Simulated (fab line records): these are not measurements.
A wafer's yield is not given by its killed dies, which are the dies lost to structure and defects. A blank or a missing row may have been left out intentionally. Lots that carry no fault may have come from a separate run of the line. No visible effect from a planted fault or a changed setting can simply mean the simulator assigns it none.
fab line records -- flow nandHarc -- part 2 of 2: steps 25 to 30 of 30
record: lots: 5, wafers: 15, lastDay: 32
route steps=1302 shown A_STAIRCASE@681
lots that met no fault: taken from a fault-free run of the same line
startH: the number of hours between the record's first day and the start of the first shown wafer of the lot -- waitH: time in hours since the lot's previous step -- " identical to the entry in the row above -- L1.1+2: a row that stands for several wafers -- - no value, or no start given -- * or withheld: withheld -- < > ~ a bound
route shown NAME@n: a module of which the file shows steps, and the number in the route of the first -- usual: the fault-free wafers' mean and standard deviation -- same: alike in all rows -- chamber/n: place in a boat -- sites: per-site readings -- _std_site: standard deviation of those values -- _edge_site: outer sites' mean less inner sites' -- radiusMm: for every site, how far away it sits from the centre of the wafer -- mask NAME#n: copy n -- behind: tool/chamber where the wafer was last shaped -- hold: cause of the lot's hold/its duration in hours/its outcome -- device: whichever transistor did not switch (one of n, p or np) -- end of line: tests of these same wafers at the route's end -- a step with no rows: only its recipe -- killed: dies that structure and defects cost at the first sort, which is not the same as the wafer's yield -- map: the dies of a wafer, with x for killed, . for not killed, _ for no die there
set.NAME: the setting as run; set.NAME@STEP: as run at that earlier step -- model.NAME: the simulator's own value behind a step, which no gauge read
lots at selected steps of the route; one table per step, one row per wafer
services: the hour from which a tool's chamber was out of use, counted from the record's first day as startH (under 0 if before that day), plus the number of hours and why
== steps ==
step: NHARC_A_STAIRCASE_TRIM_193
recipe: timeS: 211.2, o2FlowSccm: 500, arFlowSccm: 0, biasW: 0, chemistry: O2
usual: drypumpMotorCurrentA: 5.6/0.47, oesProductAu: 1.006/0.016, rfVppV: 57.7/0.99, showerheadPlenumPTorr: 3.48/0.13, throttleValvePct: 17.037/0.0093
lot.wafer,tool,chamber,startH,waitH,drypumpMotorCurrentA,oesProductAu,rfHoursCounterH,rfVppV,showerheadPlenumPTorr,throttleValvePct
L079.1,rieDiel-13,2,-,-,5.7,1.000,10,55.2,3.28,17.037
L079.4,rieDiel-13,3,-,-,5.9,1.037,15,56.3,3.47,17.038
L079.5,rieDiel-13,1,-,-,6.2,1.004,-,57.1,3.38,17.038
L080.1,rieDiel-13,0,-,-,4.7,1.021,22,58.1,3.64,17.031
L080.3,rieDiel-13,1,-,-,6.3,1.006,22,55.6,3.38,17.035
L080.2,rieDiel-13,2,-,-,5.7,1.001,18,57.1,3.28,17.033
L089.2,rieDiel-12,0,-,-,6.2,0.991,22,56.6,3.40,17.038
L089.1,rieDiel-12,1,-,-,5.4,1.005,22,58.7,3.80,17.037
L089.3,rieDiel-12,2,-,-,5.1,1.000,17,58.6,3.55,17.047
L090.4,rieDiel-04,2,-,-,5.2,1.025,50,57.3,3.52,17.047
L090.2,rieDiel-04,3,-,-,5.4,1.004,55,57.5,3.33,17.037
L090.5,rieDiel-04,2,-,-,5.2,1.017,-,57.2,3.52,17.034
L093.1,rieDiel-04,1,-,-,5.5,0.994,2,57.6,3.43,17.029
L093.3,rieDiel-04,2,-,-,5.2,1.006,2,58.4,3.51,17.035
L093.6,rieDiel-04,1,-,-,5.5,0.990,-,56.5,3.43,17.037
step: NHARC_A_STAIRCASE_ETCH_194
recipe: targetDepthA: 1000, timeS: 40.5, ionEnergyEv: 400, c4f8FlowSccm: 20, o2FlowSccm: 10, arFlowSccm: withheld, rfW: 600, biasW: 1000, chemistry: C4F8/O2
usual: oesProductAu: 0.947/0.015, rfVppV: 894/5.1
lot.wafer,tool,chamber,startH,waitH,oesProductAu,rfHoursCounterH,rfVppV
L079.4,rieDiel-13,3,-,-,0.951,15,893
L079.1,rieDiel-13,0,-,-,0.945,17,901
L079.5,rieDiel-13,2,-,-,0.930,-,887
L080.2,rieDiel-13,3,-,-,0.985,22,894
L080.3,rieDiel-13,0,-,-,0.952,22,900
L080.1,rieDiel-13,1,-,-,0.956,22,891
L089.2,rieDiel-12,2,-,-,0.945,17,898
L089.1,rieDiel-12,0,-,-,0.930,22,890
L089.3,rieDiel-12,1,-,-,0.942,22,906
L090.4,rieDiel-04,2,-,-,0.953,50,895
L090.2,rieDiel-04,3,-,-,0.944,55,888
L090.5,rieDiel-04,1,-,-,0.957,-,892
L093.3,rieDiel-04,0,-,-,0.918,2,897
L093.1,rieDiel-04,2,-,-,0.954,2,895
L093.6,rieDiel-04,3,-,-,0.955,-,890
step: NHARC_A_STAIRCASE_TRIM_196
recipe: timeS: 211.2, o2FlowSccm: 500, arFlowSccm: 0, biasW: 0, chemistry: O2
usual: drypumpMotorCurrentA: 5.6/0.46, oesProductAu: 1.006/0.014, rfVppV: 57.7/0.85, showerheadPlenumPTorr: 3.49/0.12, throttleValvePct: 17.037/0.0096
lot.wafer,tool,chamber,startH,waitH,drypumpMotorCurrentA,oesProductAu,rfHoursCounterH,rfVppV,showerheadPlenumPTorr,throttleValvePct
L079.1,rieDiel-04,0,401.67,0.1,6.0,0.989,13,58.6,3.56,17.030
L079.4,rieDiel-04,1,401.67,0.1,5.6,1.006,13,56.6,3.46,17.041
L079.5,rieDiel-04,2,401.67,0.1,5.2,1.021,-,57.3,3.54,17.027
L080.3,rieDiel-04,1,419.13,0.1,5.6,1.012,20,58.4,3.45,17.033
L080.1,rieDiel-04,2,419.13,0.1,5.2,1.031,22,57.3,3.53,17.035
L080.2,rieDiel-04,3,419.13,0.1,5.4,1.008,22,58.2,3.34,17.038
L089.1,rieDiel-04,3,508.11,0.1,5.4,0.997,52,58.0,3.33,17.032
L089.3,rieDiel-04,0,508.11,0.1,6.0,1.003,46,56.5,3.54,17.045
L089.2,rieDiel-04,1,508.11,0.1,5.6,1.009,45,58.6,3.44,17.046
L090.2,rieDiel-04,0,520.94,0.1,6.0,1.001,49,58.0,3.54,17.037
L090.4,rieDiel-04,3,520.94,0.1,5.4,0.994,56,56.0,3.32,17.049
L090.5,rieDiel-04,1,520.94,0.1,5.6,1.006,-,58.9,3.44,17.042
L093.3,rieDiel-04,3,548.65,0.1,5.4,1.011,1,56.9,3.32,17.052
L093.1,rieDiel-04,0,548.65,0.1,6.0,0.992,2,56.7,3.54,17.037
L093.6,rieDiel-04,1,548.65,0.1,5.5,0.998,-,57.7,3.43,17.025
step: NHARC_A_STAIRCASE_ETCH_197
recipe: targetDepthA: 1000, timeS: 40.5, ionEnergyEv: 400, c4f8FlowSccm: 20, o2FlowSccm: 10, arFlowSccm: withheld, rfW: 600, biasW: 1000, chemistry: C4F8/O2
usual: oesProductAu: 0.959/0.019, rfVppV: 895/4.7
lot.wafer,tool,chamber,startH,waitH,oesProductAu,rfHoursCounterH,rfVppV
L079.1,rieDiel-04,3,-,-,0.967,13,889
L079.4,rieDiel-04,1,-,-,0.976,13,893
L079.5,rieDiel-04,3,-,-,0.963,-,890
L080.3,rieDiel-04,3,-,-,0.984,22,889
L080.1,rieDiel-04,0,-,-,0.947,20,897
L080.2,rieDiel-04,1,-,-,0.965,20,892
L089.3,rieDiel-04,1,-,-,0.976,45,894
L089.2,rieDiel-04,3,-,-,0.970,52,888
L089.1,rieDiel-04,0,-,-,0.966,46,896
L090.2,rieDiel-04,3,-,-,0.930,56,888
L090.4,rieDiel-04,2,-,-,0.969,50,896
L090.5,rieDiel-04,3,-,-,0.932,-,888
L093.1,rieDiel-04,1,-,-,0.933,2,892
L093.3,rieDiel-04,3,-,-,0.976,1,889
L093.6,rieDiel-04,1,-,-,0.931,-,894
step: NHARC_A_STAIRCASE_TRIM_198
recipe: timeS: 211.2, o2FlowSccm: 500, arFlowSccm: 0, biasW: 0, chemistry: O2
usual: drypumpMotorCurrentA: 5.6/0.46, oesProductAu: 1.005/0.014, rfVppV: 57.6/0.86, showerheadPlenumPTorr: 3.49/0.14, throttleValvePct: 17.035/0.009
lot.wafer,tool,chamber,startH,waitH,drypumpMotorCurrentA,oesProductAu,rfHoursCounterH,rfVppV,showerheadPlenumPTorr,throttleValvePct
L079.1,rieDiel-04,0,-,-,6.0,0.994,13,57.2,3.56,17.038
L079.4,rieDiel-04,2,-,-,5.2,1.013,13,57.7,3.54,17.032
L079.5,rieDiel-04,0,-,-,6.0,0.987,-,58.1,3.56,17.030
L080.2,rieDiel-04,0,-,-,6.0,0.998,20,58.6,3.56,17.040
L080.1,rieDiel-04,2,-,-,5.2,1.020,22,58.6,3.53,17.025
L080.3,rieDiel-04,3,-,-,5.4,0.996,22,57.3,3.34,17.033
L089.1,rieDiel-04,1,-,-,5.6,1.010,45,58.7,3.44,17.041
L089.3,rieDiel-04,3,-,-,5.3,1.003,52,59.0,3.33,17.026
L089.2,rieDiel-04,0,-,-,6.0,0.999,46,58.0,3.54,17.034
L090.2,rieDiel-04,3,-,-,5.4,1.005,56,57.0,3.32,17.037
L090.4,rieDiel-04,0,-,-,6.0,0.998,50,57.8,3.54,17.036
L090.5,rieDiel-04,3,-,-,5.4,1.009,-,56.8,3.32,17.039
L093.3,rieDiel-04,3,-,-,5.4,1.022,2,57.0,3.32,17.035
L093.1,rieDiel-04,0,-,-,6.0,0.990,2,58.2,3.54,17.025
L093.6,rieDiel-04,0,-,-,6.0,0.978,-,57.2,3.54,17.036
step: NHARC_A_STAIRCASE_ETCH_199
recipe: targetDepthA: 1000, timeS: 40.5, ionEnergyEv: 400, c4f8FlowSccm: 20, o2FlowSccm: 10, arFlowSccm: withheld, rfW: 600, biasW: 1000, chemistry: C4F8/O2
usual: oesProductAu: 0.954/0.016, rfVppV: 895/4.7
lot.wafer,tool,chamber,startH,waitH,oesProductAu,rfHoursCounterH,rfVppV
L079.1,rieDiel-04,1,-,-,0.964,13,892
L079.4,rieDiel-04,2,-,-,0.969,13,898
L079.5,rieDiel-04,2,-,-,0.966,-,895
L080.2,rieDiel-04,2,-,-,0.995,22,896
L080.1,rieDiel-04,3,-,-,0.968,22,887
L080.3,rieDiel-04,0,-,-,0.938,20,897
L089.2,rieDiel-04,0,-,-,0.958,46,896
L089.1,rieDiel-04,1,-,-,0.966,45,893
L089.3,rieDiel-04,3,-,-,0.956,52,889
L090.4,rieDiel-04,0,-,-,0.951,50,897
L090.2,rieDiel-04,1,-,-,0.949,48,891
L090.5,rieDiel-04,3,-,-,0.937,-,889
L093.3,rieDiel-04,1,-,-,0.956,2,893
L093.1,rieDiel-04,2,-,-,0.949,2,896
L093.6,rieDiel-04,0,-,-,0.930,-,897
== services ==
tool,chamber,startH,hours,kind
rieDiel-13,2,377.69,21.4,repair
wetBench-03,-,386.40,8.0,pm
lithoTrack-02,-,402.00,7.0,pm
krfScanner-01,-,424.54,2.4,repair
plasmaAsher-02,-,426.18,9.0,pm
wetBench-05,-,436.82,8.0,pm
rieDiel-12,0,438.34,3.9,repair
wetBench-03,-,438.47,1.4,repair
krfScanner-02,-,443.85,2.3,repair
rieDiel-12,-,445.51,9.0,pm
krfScanner-02,-,446.16,4.0,pm
lithoTrack-03,-,450.00,7.0,pm
rieDiel-04,2,466.57,3.3,repair
rieDiel-04,-,472.03,0.6,repair
lithoTrack-05,-,474.01,7.0,pm
rieDiel-13,0,483.34,1.6,repair
krfScanner-01,-,484.00,4.0,pm
rieDiel-04,2,503.56,10.2,repair
rieDiel-12,3,503.65,6.6,repair
plasmaAsher-01,-,519.18,9.0,pm
krfScanner-04,-,519.41,34.0,repair
rieDiel-13,-,520.07,9.0,pm
krfScanner-01,-,525.37,2.5,repair
rieDiel-04,-,533.30,9.0,pm
